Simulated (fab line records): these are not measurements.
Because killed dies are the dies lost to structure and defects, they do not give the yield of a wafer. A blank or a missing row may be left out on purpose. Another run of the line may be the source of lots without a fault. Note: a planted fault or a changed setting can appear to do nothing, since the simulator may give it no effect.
Matching of chambers | flow n5Finfet | 4 sister chambers for N5_BEOL_M2_STRIP_19 on rieDiel-05
The step strips in O2. 22 wafers are shown with their chamber, then 11 later ones without.

EACH WAFER AND ITS CHAMBER
wafer  | chamber | showerheadPlenumPTorr (Torr) | throttleValvePct (%) | oesProductAu (a.u.)
L077.2 | 1       | 2.07                         | 17.10                | 0.70
L077.3 | 2       | 2.04                         | 16.38                | 0.81
L077.5 | 2       | 2.04                         | 16.38                | 0.82
L080.2 | 1       | 2.07                         | 17.10                | 0.69
L080.3 | 0       | 2.04                         | 16.35                | 0.85
L080.4 | 3       | 2.16                         | 17.03                | 0.72
L082.1 | 0       | 2.03                         | 16.36                | 0.84
L082.2 | 3       | 2.16                         | 17.07                | 0.71
L082.3 | 2       | 2.03                         | 16.41                | 0.80
L082.4 | 3       | 2.16                         | 17.04                | 0.71
L082.5 | 2       | 2.03                         | 16.40                | 0.81
L082.6 | 0       | 2.03                         | 16.37                | 0.84
L083.2 | 0       | 2.03                         | 16.34                | 0.84
L083.4 | 2       | 2.03                         | 16.42                | 0.81
L083.5 | 0       | 2.03                         | 16.36                | 0.83
L084.1 | 3       | 2.16                         | 17.06                | 0.70
L084.5 | 3       | 2.16                         | 17.06                | 0.70
L084.6 | 2       | 2.03                         | 16.42                | 0.80
L089.4 | 2       | 2.03                         | 16.44                | 0.79
L089.5 | 3       | 2.16                         | 17.08                | 0.69
L089.6 | 0       | 2.03                         | 16.37                | 0.83
L091.2 | 0       | 2.03                         | 16.41                | 0.83

SIGNATURES (means of the wafers above)
reading               | chamber 0 | chamber 1 | chamber 2 | chamber 3 | scatter within a chamber
showerheadPlenumPTorr | 2.0314    | 2.0700    | 2.0329    | 2.1600    | 0.00356
throttleValvePct      | 16.3657   | 17.1000   | 16.4071   | 17.0567   | 0.0206
oesProductAu          | 0.8371    | 0.6950    | 0.8057    | 0.7050    | 0.00917
Rule: for each reading, subtract the chamber's mean from the wafer's reading, divide by that reading's scatter and square the result; add these up over the readings and take the root, which gives the wafer's distance from the chamber. If the next closest chamber is less than 2 further off than the closest, the wafer can't be placed; otherwise it belongs to the closest. The scatter is the square root of a quotient: the sum, over the shown wafers, of each reading's squared deviation from its chamber's mean, divided by wafers minus chambers.

WAFERS WITHOUT THEIR CHAMBER
wafer  | showerheadPlenumPTorr (Torr) | throttleValvePct (%) | oesProductAu (a.u.)
L091.3 | 2.06                         | 16.70                | 0.89
L091.5 | 2.06                         | 16.68                | 0.89
L092.2 | 2.03                         | 16.41                | 0.81
L092.4 | 2.15                         | 17.09                | 0.69
L092.6 | 2.03                         | 16.39                | 0.81
L097.1 | 2.02                         | 16.41                | 0.80
L097.2 | 2.15                         | 17.11                | 0.69
L097.3 | 2.06                         | 16.69                | 0.88
L097.4 | 2.02                         | 16.46                | 0.76
L097.5 | 2.02                         | 16.47                | 0.77
L097.6 | 2.06                         | 16.69                | 0.88

THE CHAMBER EACH PASSED THROUGH
wafer  | from the rows above     | in truth
L091.3 | can't be placed: 2 or 0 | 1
L091.5 | can't be placed: 2 or 0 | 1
L092.2 | 2                       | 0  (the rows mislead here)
L092.4 | 3                       | 3
L092.6 | can't be placed: 2 or 0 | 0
L097.1 | can't be placed: 2 or 0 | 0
L097.2 | 3                       | 3
L097.3 | can't be placed: 2 or 0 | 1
L097.4 | 2                       | 2
L097.5 | 2                       | 2
L097.6 | can't be placed: 2 or 0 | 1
Placed correctly: 4 of 11. These rows do not allow placing 6 (true chamber among the candidates in 2). Placed wrongly: 1.
